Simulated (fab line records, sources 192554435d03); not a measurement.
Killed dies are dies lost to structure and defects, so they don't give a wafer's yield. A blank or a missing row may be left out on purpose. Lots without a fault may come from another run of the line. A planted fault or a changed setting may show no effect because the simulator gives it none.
Problem report in the 8D (eight disciplines) form, filled by code | flow n5_finfet | the parts of the form that need people (team, actions taken, sign-off) are left out

1. THE PROBLEM
barrier_field_endpoint_s at N5_BEOL_M10_CMP_52 reads a mean of 21.9 s on 2 wafers of 2 lots; wafers without a fault read 28.7 s with a standard deviation of 0.83. That is -8.3 standard deviations from the usual mean.
The step: polishes, stops on SiCOH lowk, t overpolish 7 s, target thk 140 nm.
First seen on wafer L979.4, day 13 01:01, on cmp-01. The record holds 30 wafers of 10 lots with a number at this step. Rule for "out", or "out of limits": more than 4 standard deviations from the usual mean. The other wafers with a number count as sound.

2. WHAT IT IS AND WHAT IT IS NOT
question                    | is                       | is not
which readings at this step | barrier_field_endpoint_s | motor_current_A, platen_rpm
which lots                  | L979, L983               | L970, L973, L974, L975, L977, L980, L986, L988
which wafers of those lots  | L979.4, L983.4           | L979.2, L979.6, L983.2, L983.5
read on which tools         | cmp-01                   | cmp-02, cmp-03
when                        | from day 13 01:01        | up to then (20 sound wafers); but 8 sound wafers of L983, L986, L988 came after

3. SUSPECTS, AND WHAT RULES EACH OUT
Counting: a tool at a process step up to the reading stays a suspect if it ran every lot that is out. Sound lots after the first of them don't rule it out here, since some wafers of a struck lot are sound.
- pecvd-04 at N5_BEOL_M10_PECVD_70 (deposits SiO2 from TEOS/O2, target thk 20 nm, time 22.7 s): kept. It ran every lot that is out, first L979 (day 12 16:25); its last sound lot up to then is L977 (day 12 08:38).
- rie_diel-01 at N5_BEOL_M10_ETCH_41 (etches SiCN in CH3F/O2, target depth 42.6 nm, time 86 s): kept. It ran every lot that is out, first L979 (day 13 01:01); its last sound lot up to then is L980 (day 13 00:00). N5_BEOL_M10_ETCH_41 gives no start for some lots, so the hours and the order of its lots are those of N5_BEOL_M10_CMP_52.
- cmp-01 at N5_BEOL_M10_CMP_52 (polishes, stops on SiCOH lowk, t overpolish 7 s, target thk 140 nm): kept. It ran every lot that is out, first L979 (day 13 01:01); its last sound lot up to then is L973 (day 11 11:42). Its own readings are out on those wafers: barrier_field_endpoint_s.
- Within pecvd-04 at N5_BEOL_M10_PECVD_70: the wafers that are out ran in chamber 1; their sound lot-mates ran in chambers 0, 2.
- Within rie_diel-01 at N5_BEOL_M10_ETCH_41: the wafers that are out ran in chambers 1, 3; their sound lot-mates ran in chambers 0, 2.
- Within cmp-01 at N5_BEOL_M10_CMP_52: the wafers that are out ran in chamber 2; their sound lot-mates ran in chambers 1, 3.
Left after counting: pecvd-04 at N5_BEOL_M10_PECVD_70, rie_diel-01 at N5_BEOL_M10_ETCH_41, cmp-01 at N5_BEOL_M10_CMP_52.

4. THE CAUSE (what the simulator had put in)
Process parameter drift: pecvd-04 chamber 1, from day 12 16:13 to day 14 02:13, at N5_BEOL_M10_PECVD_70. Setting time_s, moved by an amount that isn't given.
Counting left 3 suspects, and this tool is among them.

5. THE CHAIN OF EFFECTS, in route order
Each row: a reading whose mean over the struck wafers that have a number lies more than 3 standard deviations from the usual. Only readings for which the record gives a usual standard deviation are gone through. hours: the time from each lot's start at the first step in this table that gives one to its start at this step, as a median over the lots. sigmas: the change in usual standard deviations.
hours | step               | reading                  | usual  | on struck wafers | change | sigmas
0     | N5_BEOL_M10_CMP_52 | barrier_field_endpoint_s | 28.7 s | 21.9             | -6.8   | -8.3
The process steps in it:
- N5_BEOL_M10_CMP_52: polishes, stops on SiCOH lowk, t overpolish 7 s, target thk 140 nm.
Later measuring or inspecting steps at which every struck wafer that the step has a row for has a number for every such reading, and none has moved that far: N5_BEOL_M10_THK_MEAS_53, N5_BEOL_M10_RS_MEAS_57.

6. WHAT WOULD HAVE CAUGHT IT SOONER
In this record the first reading out of limits was taken at day 13 01:01, 9 hours after the fault began at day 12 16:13.
Of the tool readings at N5_BEOL_M10_PECVD_70 for which the record gives a usual standard deviation, none was out on any struck wafer, so an alarm limit of 4 standard deviations on them would not have fired.
Of the lots that are out (2), L983 began N5_BEOL_M10_PECVD_70 on pecvd-04 after day 13 01:01. A hold on the tool at that time would have spared it.
